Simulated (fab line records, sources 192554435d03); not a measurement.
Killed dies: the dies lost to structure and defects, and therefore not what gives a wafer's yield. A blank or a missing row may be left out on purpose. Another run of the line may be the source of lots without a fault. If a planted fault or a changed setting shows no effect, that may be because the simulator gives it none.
Matching of chambers / flow n5Finfet / N5_FIN_SAQP_MANDREL2_REMOVE_60 on rieSi-05: 4 sister chambers
The step chemistry HBr/Cl2/O2, target a-Si, stops on SiNx, bt time 10 s. 14 wafers are shown with their chamber, then 7 later ones without.

EACH WAFER AND ITS CHAMBER
wafer=L074.2; chamber=1; throttleValvePct (%)=37.3; drypumpMotorCurrentA (A)=6.0; oesProductAu (a.u.)=1.029
wafer=L074.3; chamber=2; throttleValvePct (%)=37.1; drypumpMotorCurrentA (A)=6.8; oesProductAu (a.u.)=0.977
wafer=L074.5; chamber=0; throttleValvePct (%)=36.3; drypumpMotorCurrentA (A)=5.3; oesProductAu (a.u.)=1.035
wafer=L076.1; chamber=2; throttleValvePct (%)=37.0; drypumpMotorCurrentA (A)=6.8; oesProductAu (a.u.)=0.983
wafer=L076.2; chamber=3; throttleValvePct (%)=36.4; drypumpMotorCurrentA (A)=6.1; oesProductAu (a.u.)=0.990
wafer=L076.5; chamber=2; throttleValvePct (%)=37.0; drypumpMotorCurrentA (A)=6.8; oesProductAu (a.u.)=0.982
wafer=L078.2; chamber=1; throttleValvePct (%)=37.3; drypumpMotorCurrentA (A)=6.0; oesProductAu (a.u.)=1.020
wafer=L078.3; chamber=2; throttleValvePct (%)=37.0; drypumpMotorCurrentA (A)=6.7; oesProductAu (a.u.)=0.984
wafer=L078.5; chamber=3; throttleValvePct (%)=36.4; drypumpMotorCurrentA (A)=6.1; oesProductAu (a.u.)=0.989
wafer=L091.2; chamber=2; throttleValvePct (%)=37.0; drypumpMotorCurrentA (A)=6.8; oesProductAu (a.u.)=0.993
wafer=L091.5; chamber=0; throttleValvePct (%)=36.3; drypumpMotorCurrentA (A)=5.4; oesProductAu (a.u.)=0.986
wafer=L091.6; chamber=3; throttleValvePct (%)=36.4; drypumpMotorCurrentA (A)=6.1; oesProductAu (a.u.)=0.999
wafer=L092.1; chamber=0; throttleValvePct (%)=36.3; drypumpMotorCurrentA (A)=5.3; oesProductAu (a.u.)=0.982
wafer=L092.5; chamber=0; throttleValvePct (%)=36.3; drypumpMotorCurrentA (A)=5.3; oesProductAu (a.u.)=0.988

SIGNATURES, as means of the wafers listed above
reading=throttleValvePct; chamber 0=36.300; chamber 1=37.300; chamber 2=37.020; chamber 3=36.400; scatter within a chamber=0.0283
reading=drypumpMotorCurrentA; chamber 0=5.325; chamber 1=6.000; chamber 2=6.780; chamber 3=6.100; scatter within a chamber=0.0394
reading=oesProductAu; chamber 0=0.99775; chamber 1=1.02450; chamber 2=0.98380; chamber 3=0.99267; scatter within a chamber=0.0145
Rule: a wafer lies at a distance from a chamber equal to the root of the sum of squares, over the readings, of (its reading less the chamber's mean, divided by the reading's scatter). If the next closest chamber is less than 2 further off than the closest, the wafer can't be placed; otherwise it belongs to the closest. The scatter: the root of (the sum of the squares of (reading less its chamber's mean) over the shown wafers, divided by (wafers less chambers)).

WAFERS MISSING THEIR CHAMBER
wafer=L092.6; throttleValvePct (%)=36.4; drypumpMotorCurrentA (A)=6.1; oesProductAu (a.u.)=0.997
wafer=L094.2; throttleValvePct (%)=37.0; drypumpMotorCurrentA (A)=6.7; oesProductAu (a.u.)=0.982
wafer=L094.5; throttleValvePct (%)=36.4; drypumpMotorCurrentA (A)=6.1; oesProductAu (a.u.)=0.982
wafer=L094.6; throttleValvePct (%)=36.3; drypumpMotorCurrentA (A)=5.3; oesProductAu (a.u.)=0.981
wafer=L097.2; throttleValvePct (%)=37.0; drypumpMotorCurrentA (A)=6.7; oesProductAu (a.u.)=0.990
wafer=L097.3; throttleValvePct (%)=36.4; drypumpMotorCurrentA (A)=6.1; oesProductAu (a.u.)=0.984
wafer=L097.5; throttleValvePct (%)=37.0; drypumpMotorCurrentA (A)=6.7; oesProductAu (a.u.)=0.977

THE CHAMBER EACH PASSED THROUGH
wafer=L092.6; from the rows above=3; in truth=3
wafer=L094.2; from the rows above=2; in truth=2
wafer=L094.5; from the rows above=3; in truth=3
wafer=L094.6; from the rows above=0; in truth=0
wafer=L097.2; from the rows above=2; in truth=2
wafer=L097.3; from the rows above=3; in truth=3
wafer=L097.5; from the rows above=2; in truth=2
Placed correctly: 7 of 7. From these rows, 0 cannot be placed. Number placed wrongly: 0.
